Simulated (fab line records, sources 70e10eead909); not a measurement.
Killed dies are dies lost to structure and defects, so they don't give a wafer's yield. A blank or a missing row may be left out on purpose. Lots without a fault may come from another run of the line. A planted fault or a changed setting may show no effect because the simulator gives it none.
Which tool did it? | flow nand_harc | 24 lots, 72 wafers sampled, at 5 steps of a route of 1302

WHAT THE GAUGES READ, wafer by wafer
NHARC_A_ONON_D1_THK_MEAS_21: measures by ellipsometry. Usual: thk_nm 1000 nm, standard deviation 12.
lot  | measured     | on            | thk_nm (nm)    | flag
L074 | day 8 02:14  | film_metro-01 | 1016 1013 1015 |
L075 | day 8 12:49  | film_metro-02 | 1003 1003 1002 |
L076 | day 8 23:23  | film_metro-01 | 982 981 982    |
L077 | day 9 09:35  | film_metro-01 | 992 992 992    |
L078 | day 9 19:31  | film_metro-01 | 982 980 981    |
L079 | day 10 02:04 | film_metro-02 | 1024 1022 1020 |
L080 | day 10 14:14 | film_metro-02 | 1000 1001 1001 |
L081 | day 11 06:55 | film_metro-01 | 1002 1001 1002 |
L082 | day 11 14:25 | film_metro-01 | 999 1000 999   |
L083 | day 12 13:18 | film_metro-01 | 994 992 993    |
L085 | day 12 18:21 | film_metro-02 | 994 995 994    |
L084 | day 12 18:22 | film_metro-01 | 1019 1019 1019 |
L086 | day 13 00:23 | film_metro-01 | 1019 1019 1019 |
L088 | day 14 03:17 | film_metro-02 | 1006 1009 1007 |
L087 | day 14 03:17 | film_metro-01 | 989 990 989    |
L089 | day 14 08:45 | film_metro-01 | 990 989 988    |
L090 | day 15 01:15 | film_metro-01 | 1008 1007 1007 |
L091 | day 15 01:15 | film_metro-02 | 985 985 984    |
L092 | day 15 17:35 | film_metro-01 | 1009 1009 1007 |
L093 | day 16 04:01 | film_metro-01 | 1011 1009 1010 |
L094 | day 16 13:28 | film_metro-01 | 1000 999 1001  |
L095 | day 17 01:29 | film_metro-01 | 1004 1005 1002 |
L096 | day 17 08:05 | film_metro-02 | 991 991 994    |
L097 | day 17 18:09 | film_metro-02 | 991 988 991    |

WHICH TOOL RAN EACH LOT (tool, then ch and the chambers of the sampled wafers, then the start)
lot  | NHARC_P_M1_PRE_CLEAN_30                 | NHARC_P_M1_PVD_20                       | NHARC_P_M2_DESCUM_14               | NHARC_P_M2_PVD_20
L074 | pvd_sputter-03, day 6 10:25 or earlier  | pvd_sputter-03, day 6 10:25 or earlier  | rie_diel-10 ch 0,1, day 6 10:25    | pvd_sputter-02, day 8 02:14 or earlier
L075 | pvd_sputter-02, day 6 16:17 or earlier  | pvd_sputter-02, day 6 16:17 or earlier  | rie_diel-09 ch 1,2, day 6 16:17    | pvd_sputter-01, day 8 12:49 or earlier
L076 | pvd_sputter-03, day 7 06:00 or earlier  | pvd_sputter-03, day 7 06:00 or earlier  | rie_diel-07 ch 0,3, day 7 06:00    | pvd_sputter-03, day 8 23:23 or earlier
L077 | pvd_sputter-01, day 7 14:01 or earlier  | pvd_sputter-01, day 7 14:01 or earlier  | rie_diel-10 ch 0,1,2, day 7 14:01  | pvd_sputter-01, day 9 09:35 or earlier
L078 | pvd_sputter-03, day 8 01:37 or earlier  | pvd_sputter-03, day 8 01:37 or earlier  | rie_diel-10 ch 1,3, day 8 01:37    | pvd_sputter-01, day 9 19:31 or earlier
L079 | pvd_sputter-02, day 8 08:59 or earlier  | pvd_sputter-02, day 8 08:59 or earlier  | rie_diel-10 ch 2,3, day 8 08:59    | pvd_sputter-01, day 10 02:04 or earlier
L080 | pvd_sputter-01, day 8 20:58 or earlier  | pvd_sputter-01, day 8 20:58 or earlier  | rie_diel-07 ch 0,2,3, day 8 20:58  | pvd_sputter-02, day 10 14:14 or earlier
L081 | pvd_sputter-02, day 9 13:01 or earlier  | pvd_sputter-02, day 9 13:01 or earlier  | rie_diel-10 ch 0,3, day 9 13:01    | pvd_sputter-03, day 11 06:55 or earlier
L082 | pvd_sputter-01, day 9 18:48 or earlier  | pvd_sputter-01, day 9 18:48 or earlier  | rie_diel-09 ch 0,1,3, day 9 18:48  | pvd_sputter-03, day 11 14:25 or earlier
L083 | pvd_sputter-03, day 10 17:14 or earlier | pvd_sputter-03, day 10 17:14 or earlier | rie_diel-07 ch 0,1, day 10 17:14   | pvd_sputter-03, day 12 13:18 or earlier
L085 | pvd_sputter-01, day 10 23:26 or earlier | pvd_sputter-01, day 10 23:26 or earlier | rie_diel-07 ch 1,2,3, day 10 23:26 | pvd_sputter-01, day 12 18:21 or earlier
L084 | pvd_sputter-03, day 11 01:31 or earlier | pvd_sputter-03, day 11 01:31 or earlier | rie_diel-07 ch 2,3, day 11 01:31   | pvd_sputter-01, day 12 18:22 or earlier
L086 | pvd_sputter-02, day 11 07:40 or earlier | pvd_sputter-02, day 11 07:40 or earlier | rie_diel-09 ch 0,1,2, day 11 07:40 | pvd_sputter-03, day 13 00:23 or earlier
L088 | pvd_sputter-01, day 12 08:59 or earlier | pvd_sputter-01, day 12 08:59 or earlier | rie_diel-09 ch 1,3, day 12 08:59   | pvd_sputter-03, day 14 03:17 or earlier
L087 | pvd_sputter-01, day 12 09:56 or earlier | pvd_sputter-01, day 12 09:56 or earlier | rie_diel-09 ch 0,1,2, day 12 09:56 | pvd_sputter-03, day 14 03:17 or earlier
L089 | pvd_sputter-01, day 12 13:49 or earlier | pvd_sputter-01, day 12 13:49 or earlier | rie_diel-07 ch 2,3, day 12 13:49   | pvd_sputter-01, day 14 08:45 or earlier
L090 | pvd_sputter-01, day 13 05:27 or earlier | pvd_sputter-01, day 13 05:27 or earlier | rie_diel-10 ch 0,3, day 13 05:27   | pvd_sputter-03, day 15 01:15 or earlier
L091 | pvd_sputter-02, day 13 07:24 or earlier | pvd_sputter-02, day 13 07:24 or earlier | rie_diel-09 ch 0,1,3, day 13 07:24 | pvd_sputter-03, day 15 01:15 or earlier
L092 | pvd_sputter-02, day 13 19:13 or earlier | pvd_sputter-02, day 13 19:13 or earlier | rie_diel-09 ch 0,1,3, day 13 19:13 | pvd_sputter-03, day 15 17:35 or earlier
L093 | pvd_sputter-01, day 14 05:50 or earlier | pvd_sputter-01, day 14 05:50 or earlier | rie_diel-10 ch 0,2, day 14 05:50   | pvd_sputter-01, day 16 04:01 or earlier
L094 | pvd_sputter-03, day 14 19:26 or earlier | pvd_sputter-03, day 14 19:26 or earlier | rie_diel-07 ch 1,2,3, day 14 19:26 | pvd_sputter-03, day 16 13:28 or earlier
L095 | pvd_sputter-02, day 15 07:03 or earlier | pvd_sputter-02, day 15 07:03 or earlier | rie_diel-09 ch 0,1,3, day 15 07:03 | pvd_sputter-02, day 17 01:29 or earlier
L096 | pvd_sputter-02, day 15 12:45 or earlier | pvd_sputter-02, day 15 12:45 or earlier | rie_diel-09 ch 1,2,3, day 15 12:45 | pvd_sputter-02, day 17 08:05 or earlier
L097 | pvd_sputter-02, day 15 20:28 or earlier | pvd_sputter-02, day 15 20:28 or earlier | rie_diel-09 ch 0,2,3, day 15 20:28 | pvd_sputter-01, day 17 18:09 or earlier
- NHARC_P_M1_PRE_CLEAN_30: time 30 s.
- NHARC_P_M1_PVD_20: deposits TaN, target thk 5 nm, time 8.06 s.
- NHARC_P_M2_DESCUM_14: chemistry O2, time 3 s.
- NHARC_P_M2_PVD_20: deposits TaN, target thk 5 nm, time 8.06 s.

WHAT THE TOOLS THEMSELVES READ (means of the sampled wafers that have a number; where no wafer has one, the mark that the record gives instead)
NHARC_P_M1_PRE_CLEAN_30. Usual: heater_power_w 424 W, standard deviation 31.
lot  | tool           | heater_power_w (W) | flag
L074 | pvd_sputter-03 | 419                |
L075 | pvd_sputter-02 | 402                |
L076 | pvd_sputter-03 | 430                |
L077 | pvd_sputter-01 | 427                |
L078 | pvd_sputter-03 | 411                |
L079 | pvd_sputter-02 | 413                |
L080 | pvd_sputter-01 | 417                |
L081 | pvd_sputter-02 | 396                |
L082 | pvd_sputter-01 | 423                |
L083 | pvd_sputter-03 | 415                |
L085 | pvd_sputter-01 | 414                |
L084 | pvd_sputter-03 | 419                |
L086 | pvd_sputter-02 | 416                |
L088 | pvd_sputter-01 | 412                |
L087 | pvd_sputter-01 | 411                |
L089 | pvd_sputter-01 | 407                |
L090 | pvd_sputter-01 | 393                |
L091 | pvd_sputter-02 | 401                |
L092 | pvd_sputter-02 | 443                |
L093 | pvd_sputter-01 | 448                |
L094 | pvd_sputter-03 | 433                |
L095 | pvd_sputter-02 | 398                |
L096 | pvd_sputter-02 | 441                |
L097 | pvd_sputter-02 | 442                |

NHARC_P_M1_PVD_20. Usual: cathode_dc_power_W 15000 W, standard deviation 2.7; throttle_valve_pct 30.5 %, standard deviation 0.71.
lot  | tool           | cathode_dc_power_W (W) | throttle_valve_pct (%) | flag
L074 | pvd_sputter-03 | 14999                  | 29.4                   |
L075 | pvd_sputter-02 | 15000                  | 31.1                   |
L076 | pvd_sputter-03 | 15001                  | 29.9                   |
L077 | pvd_sputter-01 | 15001                  | 30.6                   |
L078 | pvd_sputter-03 | 15000                  | 29.6                   |
L079 | pvd_sputter-02 | 15001                  | 31.0                   |
L080 | pvd_sputter-01 | 15001                  | 30.3                   |
L081 | pvd_sputter-02 | 15002                  | 31.1                   |
L082 | pvd_sputter-01 | 15000                  | 30.6                   |
L083 | pvd_sputter-03 | 15001                  | 29.9                   |
L085 | pvd_sputter-01 | 15001                  | 30.2                   |
L084 | pvd_sputter-03 | 15001                  | 29.9                   |
L086 | pvd_sputter-02 | 14998                  | 31.1                   |
L088 | pvd_sputter-01 | 15003                  | 30.0                   |
L087 | pvd_sputter-01 | 15003                  | 30.8                   |
L089 | pvd_sputter-01 | 14999                  | 30.4                   |
L090 | pvd_sputter-01 | 14999                  | 30.8                   |
L091 | pvd_sputter-02 | 15003                  | 31.0                   |
L092 | pvd_sputter-02 | 15000                  | 31.0                   |
L093 | pvd_sputter-01 | 15000                  | 30.1                   |
L094 | pvd_sputter-03 | 14999                  | 29.4                   |
L095 | pvd_sputter-02 | 14999                  | 30.8                   |
L096 | pvd_sputter-02 | 15000                  | 30.8                   |
L097 | pvd_sputter-02 | 15002                  | 31.1                   |

NHARC_P_M2_DESCUM_14. Usual: drypump_motor_current_A 5.9 A, standard deviation 0.38; oes_product_au 1.001 a.u., standard deviation 0.0087; rf_vpp_V 58.0 V, standard deviation 0.98; showerhead_plenum_p_Torr 1.95 Torr, standard deviation 0.1; throttle_valve_pct 11.311 %, standard deviation 0.0092.
lot  | tool        | drypump_motor_current_A (A) | oes_product_au (a.u.) | rf_vpp_V (V) | showerhead_plenum_p_Torr (Torr) | throttle_valve_pct (%) | flag
L074 | rie_diel-10 | 5.9                         | 0.998                 | 57.8         | 1.85                            | 11.312                 |
L075 | rie_diel-09 | 6.1                         | 1.000                 | 59.2         | 2.02                            | 11.309                 |
L076 | rie_diel-07 | 6.1                         | 0.992                 | 57.4         | 1.90                            | 11.315                 |
L077 | rie_diel-10 | 5.5                         | 1.002                 | 58.3         | 1.93                            | 11.323                 |
L078 | rie_diel-10 | 5.7                         | 1.000                 | 58.5         | 1.85                            | 11.313                 |
L079 | rie_diel-10 | 5.1                         | 0.998                 | 58.0         | 1.95                            | 11.307                 |
L080 | rie_diel-07 | 5.9                         | 1.004                 | 57.7         | 1.94                            | 11.314                 |
L081 | rie_diel-10 | 5.7                         | 0.994                 | 57.1         | 1.80                            | 11.310                 |
L082 | rie_diel-09 | 6.1                         | 1.003                 | 57.8         | 1.96                            | 11.313                 |
L083 | rie_diel-07 | 6.0                         | 1.002                 | 57.1         | 2.02                            | 11.312                 |
L085 | rie_diel-07 | 5.8                         | 0.998                 | 57.9         | 1.98                            | 11.305                 |
L084 | rie_diel-07 | 5.7                         | 1.009                 | 59.1         | 1.98                            | 11.311                 |
L086 | rie_diel-09 | 6.1                         | 1.007                 | 57.9         | 1.95                            | 11.316                 |
L088 | rie_diel-09 | 6.2                         | 1.002                 | 58.5         | 1.98                            | 11.313                 |
L087 | rie_diel-09 | 6.1                         | 0.998                 | 57.4         | 1.95                            | 11.308                 |
L089 | rie_diel-07 | 5.7                         | 1.013                 | 57.5         | 1.98                            | 11.304                 |
L090 | rie_diel-10 | 5.7                         | 1.003                 | 57.5         | 1.79                            | 11.300                 |
L091 | rie_diel-09 | 6.1                         | 1.004                 | 57.9         | 1.96                            | 11.311                 |
L092 | rie_diel-09 | 6.1                         | 0.999                 | 57.2         | 1.96                            | 11.308                 |
L093 | rie_diel-10 | 5.1                         | 0.986                 | 57.0         | 1.95                            | 11.309                 |
L094 | rie_diel-07 | 5.9                         | 1.008                 | 57.3         | 1.98                            | 11.315                 |
L095 | rie_diel-09 | 6.1                         | 1.005                 | 58.2         | 1.96                            | 11.312                 |
L096 | rie_diel-09 | 6.1                         | 1.004                 | 58.0         | 2.02                            | 11.308                 |
L097 | rie_diel-09 | 6.0                         | 0.996                 | 58.6         | 1.99                            | 11.306                 |

NHARC_P_M2_PVD_20. Usual: cathode_dc_power_W 15000 W, standard deviation 2.5; throttle_valve_pct 30.1 %, standard deviation 0.77.
lot  | tool           | cathode_dc_power_W (W) | throttle_valve_pct (%) | flag
L074 | pvd_sputter-02 | 14998                  | 31.1                   |
L075 | pvd_sputter-01 | 15001                  | 30.2                   |
L076 | pvd_sputter-03 | 14998                  | 30.1                   |
L077 | pvd_sputter-01 | 14998                  | 30.4                   |
L078 | pvd_sputter-01 | 15000                  | 30.2                   |
L079 | pvd_sputter-01 | 15001                  | 30.6                   |
L080 | pvd_sputter-02 | 15000                  | 31.1                   |
L081 | pvd_sputter-03 | 15000                  | 29.7                   |
L082 | pvd_sputter-03 | 14999                  | 29.9                   |
L083 | pvd_sputter-03 | 14999                  | 29.1                   |
L085 | pvd_sputter-01 | 15001                  | 30.3                   |
L084 | pvd_sputter-01 | 15000                  | 30.3                   |
L086 | pvd_sputter-03 | 14997                  | 29.4                   |
L088 | pvd_sputter-03 | 15001                  | 29.1                   |
L087 | pvd_sputter-03 | 15000                  | 29.5                   |
L089 | pvd_sputter-01 | 15001                  | 30.5                   |
L090 | pvd_sputter-03 | 15000                  | 29.3                   |
L091 | pvd_sputter-03 | 15000                  | 29.3                   |
L092 | pvd_sputter-03 | 15000                  | 29.9                   |
L093 | pvd_sputter-01 | 14998                  | 29.9                   |
L094 | pvd_sputter-03 | 15001                  | 29.2                   |
L095 | pvd_sputter-02 | 15001                  | 30.8                   |
L096 | pvd_sputter-02 | 15001                  | 30.9                   |
L097 | pvd_sputter-01 | 15000                  | 30.3                   |

THE ANSWER, worked out from the rows above alone
Rule: a lot is off if the mean of its wafers that have a number lies more than 3 standard deviations from the usual mean. A lot without any number at a reading at which 4 lots or more have one is off too. The other lots that the step has rows for count as sound. The gauges are gone through in route order, then the tools' own readings, and for those a lot's mean is taken as printed above. The first step at which some lot is off is used, and at that step the reading that is off furthest; a lot without a number counts as furthest.
No lot is off at any reading shown: from this, nothing can be told.

WHAT THE SIMULATOR HAD PUT IN
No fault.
